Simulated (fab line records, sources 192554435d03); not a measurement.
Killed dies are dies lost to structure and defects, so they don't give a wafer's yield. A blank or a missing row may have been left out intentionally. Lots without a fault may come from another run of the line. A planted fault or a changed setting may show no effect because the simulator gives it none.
A single fault, viewed from 3 desks | flow n5_finfet | what lay behind the numbers comes last; until then each desk has only its own

== TOOL OWNER'S DESK, pecvd-01 ==
The tool's own readings at N5_BEOL_M8_PECVD_70 (deposits SiO2 from TEOS/O2, target thk 20 nm, time 22.7 s): means of the sampled wafers that have a number, for each lot that ran on this tool. If a lot's mean is further than 4 standard deviations from the usual mean, the lot is out of limits and carries the mark OUT (the distance appears in the brackets).
Columns: A = heater_power_w at N5_BEOL_M8_PECVD_70, usual 649 W; B = showerhead_plenum_p_Torr at N5_BEOL_M8_PECVD_70, usual 8.76 Torr; C = showerhead_vpp_V at N5_BEOL_M8_PECVD_70, usual 1347 V; D = throttle_valve_pct at N5_BEOL_M8_PECVD_70, usual 22.3 %
lot  | first seen here | A   | B    | C    | D
L377 | day 8 21:14     | 601 | 8.72 | 1327 | 21.4
L382 | day 11 02:08    | 628 | 8.75 | 1326 | 22.2
L388 | day 12 21:03    | 637 | 8.75 | 1318 | 21.9
L389 | day 13 03:41    | 631 | 8.75 | 1322 | 22.2
This desk's verdict: no lot among the 4 shows anything out of limits.

== THE DEFECT DESK ==
Counts from the inspections along the route, per lot, as means over the sampled wafers that have a number. If a lot's mean is further than 4 standard deviations from the usual mean, the lot is out of limits and carries the mark OUT (the distance appears in the brackets).
Columns: A = raw_defect_count at N5_BEOL_M8_INSPECT_13, usual 444
lot  | first seen here | A
L377 | day 8 23:16     | 426
L380 | day 10 06:25    | 402
L381 | day 10 17:20    | 507
L382 | day 11 03:07    | 497
L383 | day 11 08:41    | 449
L388 | day 12 22:10    | 391
L389 | day 13 04:50    | 773
L396 | day 14 05:21    | 427
L400 | day 15 14:42    | 436
L399 | day 16 06:22    | 439
This desk's verdict: no lot among the 10 shows anything out of limits.

== THE METROLOGY DESK ==
Lot by lot, what the gauges showed, no matter which tool ran the lot: averages of those sampled wafers that carry a number. If a lot's mean is further than 4 standard deviations from the usual mean, the lot is out of limits and carries the mark OUT (the distance appears in the brackets).
Columns: A = M7_RS at N5_BEOL_M7_RS_MEAS_57, usual 0.285 ohm/sq
lot  | first seen here | A
L377 | day 8 20:33     | 0.291
L380 | day 10 04:14    | 0.284
L381 | day 10 14:14    | 0.280
L382 | day 11 01:28    | 0.284
L383 | day 11 04:54    | 0.291
L388 | day 12 20:22    | 0.284
L389 | day 13 02:59    | 0.278
L396 | day 14 03:36    | 0.284
L400 | day 15 12:46    | 0.283
L399 | day 16 04:26    | 0.283
This desk's verdict: no lot among the 10 shows anything out of limits.

== PUT TOGETHER ==
The tool owner's desk saw nothing out of limits.
Nothing out of limits was seen by the defect desk.
Nothing out of limits was seen by the metrology desk.

== WHAT THE SIMULATOR PUT IN ==
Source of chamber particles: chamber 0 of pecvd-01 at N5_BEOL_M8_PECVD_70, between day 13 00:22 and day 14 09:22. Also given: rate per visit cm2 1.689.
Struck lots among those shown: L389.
